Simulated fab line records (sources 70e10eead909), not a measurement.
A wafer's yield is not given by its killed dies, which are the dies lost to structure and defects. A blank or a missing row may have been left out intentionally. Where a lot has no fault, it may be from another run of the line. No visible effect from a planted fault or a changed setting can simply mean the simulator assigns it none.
Matching of chambers | flow nandHarc | 4 sister chambers for NHARC_A_CHANNEL_HOLE_D1_DESCUM_15 on rieDiel-13
The step chemistry O2, time 3 s. 8 wafers are shown with their chamber, then 7 later ones without.

EACH WAFER AND ITS CHAMBER
wafer  | chamber | drypumpMotorCurrentA (A) | throttleValvePct (%)
L077.4 | 3       | 5.7                      | 11.306
L078.4 | 2       | 5.8                      | 11.313
L078.6 | 3       | 5.6                      | 11.305
L081.1 | 1       | 5.6                      | 11.303
L081.3 | 0       | 6.0                      | 11.293
L081.6 | 0       | 6.0                      | 11.307
L091.2 | 2       | 5.7                      | 11.299
L091.4 | 1       | 5.6                      | 11.330

WAFERS WITHOUT THEIR CHAMBER
wafer  | drypumpMotorCurrentA (A) | throttleValvePct (%)
L091.6 | 6.0                      | 11.325
L092.2 | 5.6                      | 11.285
L092.3 | 5.8                      | 11.304
L092.6 | 5.6                      | 11.301
L097.3 | 5.7                      | 11.302
L097.4 | 5.9                      | 11.328
L097.6 | 5.7                      | 11.324

WHICH CHAMBER EACH ONE RAN IN
wafer  | from the rows above          | in truth
L091.6 | 0                            | 0
L092.2 | can't be placed: 3 or 1 or 2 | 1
L092.3 | can't be placed: 2 or 3      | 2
L092.6 | can't be placed: 3 or 1 or 2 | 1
L097.3 | can't be placed: 3 or 2 or 1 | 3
L097.4 | can't be placed: 0 or 2      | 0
L097.6 | can't be placed: 2 or 3 or 1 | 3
Placed correctly: 1 of 7. From these rows, 6 cannot be placed; in 6 the true chamber is one of the candidates. Number placed wrongly: 0.
How it was worked out, from the rows above alone: a wafer's distance from a chamber is the root of the sum, over the readings, of the square of ((its reading less the chamber's mean) divided by the reading's scatter). If the next closest chamber is less than 2 further off than the closest, the wafer can't be placed; otherwise it belongs to the closest. The mean given for a chamber averages the wafers shown for that chamber. The scatter: the root of (the sum of the squares of (reading less its chamber's mean) over the shown wafers, divided by (wafers less chambers)).
